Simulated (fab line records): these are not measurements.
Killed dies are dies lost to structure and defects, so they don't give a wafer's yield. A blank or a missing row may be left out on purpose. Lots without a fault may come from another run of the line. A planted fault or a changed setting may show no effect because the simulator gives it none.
Comparing a struck lot with a sound one -- flow n5 finfet -- 27 out of 1938 route steps
Sound: these wafers, L762.1, L762.3, L762.5. Wafers struck: L768.3, L768.5, L768.6. At the end, the cause is stated.
At each step with rows: each side's tool, then ch and its chambers, then its first start. Under that, the readings that differ: sound wafers -- struck wafers -- difference of the means -- sigmas: that difference in standard deviations of wafers without a fault.
alike: same words and numbers on both sides, and readings whose means sit less than 2 such deviations apart. not compared: any withheld reading, any reading some wafer has no value for, any bound like >300 that may hide the same value, and any number with overlapping values for which the record gives no deviation.
A row with sigmas, a row that says differs or no value, or rows on one side alone: a step with any of these is where the two part. When numbers do not overlap yet have no deviation, they are printed without sigmas and do not part them. A reading missing from all wafers of one side parts the sides only when that side holds two or more wafers.

first, 9 steps without rows for these wafers: N5_BEOL_M0_SAQP_COAT_87 (time 60 s, resist thk 5 nm); N5_BEOL_M0_SAQP_COAT_34 (resist thk 30 nm); N5_BEOL_M0_SAQP_EBR_36; N5_BEOL_M0_SAQP_SOFTBAKE_35 (time 60 s); N5_BEOL_M0_SAQP_EXPOSE_37 (exposes mask M0 CUT1, target cd 30 nm); N5_BEOL_M0_SAQP_PEB_38 (peb time 60 s); N5_BEOL_M0_SAQP_DEVELOP_39 (develop time 30 s); N5_BEOL_M0_SAQP_DESCUM_45 (chemistry O2, time 7 s); N5_BEOL_M0_SAQP_ETCH_88 (etches underlayer in N2/H2, target depth 6.5 nm, time 5.2 s).
N5_BEOL_M0_SAQP_ETCH_73: etches SiARC in CF4, target depth 19.5 nm, time 32.5 s.
  sound on rie diel-03 ch 0,1, day 6 19:27; struck on rie diel-03 ch 0,1,2, day 8 04:10
  alike: bias w, drypump motor current A, etch rf on time s, oes product au, rf vpp V, showerhead plenum p Torr, throttle valve pct
  not compared: rf hours counter h
then, 13 steps without rows for these wafers: N5_BEOL_M0_SAQP_CUT_ETCH_46 (etches SOC in N2/H2, target depth 135 nm, overetch 27 nm, time 202.5 s); N5_BEOL_M0_SAQP_STRIP_74 (strips in N2/H2); N5_BEOL_M0_SAQP_STRIP_89 (strips in N2/H2); N5_BEOL_M0_SAQP_ALD_48 (deposits SiO2, target thk 20 nm, pulse time 1 s, co reactant pulse time 1 s); N5_BEOL_M0_SAQP_ETCH_49 (etches SiO2 in CF4/O2, target depth 37 nm); N5_BEOL_M0_SAQP_STRIP_75 (strips in CF4); N5_BEOL_M0_CUTY_COAT_50 (time 60 s, resist thk 15 nm); N5_BEOL_M0_CUTY_COAT_51 (resist thk 150 nm); N5_BEOL_M0_CUTY_EBR_52; N5_BEOL_M0_CUTY_SOFTBAKE_53 (time 60 s); N5_BEOL_M0_CUTY_EXPOSE_54 (exposes mask M0 ABLK); N5_BEOL_M0_CUTY_PEB_55 (peb time 60 s); N5_BEOL_M0_CUTY_DEVELOP_56 (develop time 30 s).
N5_BEOL_M0_CUTY_INSPECT_59: inspects for defects (macro).
  sound on defect inspect-02 at day 6 21:03; struck on defect inspect-01 at day 8 05:28
reading,sound,struck,difference,sigmas
raw defect count,2 2 2,>300 >300 >300,differs,
then, 1 step without rows for these wafers: N5_BEOL_M0_CUTY_DESCUM_61 (chemistry O2, time 7.9 s).
-- a jump in the record: the struck wafers' starts before and after are 2 days apart (it breaks off in module BEOL_M0_CUTY and resumes in module BEOL_M4, where the first step shown is number 1111 of the route) --
N5_BEOL_M4_RC_MEAS_101:
  sound on prober-01 ch 0, day 8 17:24; struck on prober-01 ch 0, day 10 07:50
  alike: DIBL_N, DIBL_P, IOFF_N, IOFF_P, ION_N, ION_P, SS_N, SS_P, VT_N, VT_P
-- record jumps: 4 days separate the struck wafers' starts on either side; left off in module BEOL_M4, taken up again in module PASSIVATION, whose first shown step is the route's number 1936 --
N5_PASSIVATION_PROBE_49:
  sound on prober-01 at day 12 19:46; struck on prober-01 at day 14 11:09
reading,sound,struck,difference,sigmas
defect limited yield (%),91.2 90.9 90.7,89.0 84.7 89.5,-3.2,-2
killed_at_M0_to_M3,44 38 43,56 124 61,+39,+4
killed dies,104 107 110,130 181 124,+38,+2
killed on rim,10 14 17,27 15 24,+8,+2
sort_bin_5_function (%),5.8 5.6 5.3,6.8 10.0 6.8,+2.3,+3
sort n pass,1076 1073 1070,1050 999 1056,-38,-2
sort yield pct (%),91.2 90.9 90.7,89.0 84.7 89.5,-3.2,-2
  alike: killed_at_M4_up, killed at contacts, killed at front end, killed at other, killed open, killed short, sort_bin_6_memory

WHERE THEY PART
At N5_BEOL_M0_CUTY_INSPECT_59 first; at N5_PASSIVATION_PROBE_49 last (within this record only).

WHY: what had been put in by the simulator
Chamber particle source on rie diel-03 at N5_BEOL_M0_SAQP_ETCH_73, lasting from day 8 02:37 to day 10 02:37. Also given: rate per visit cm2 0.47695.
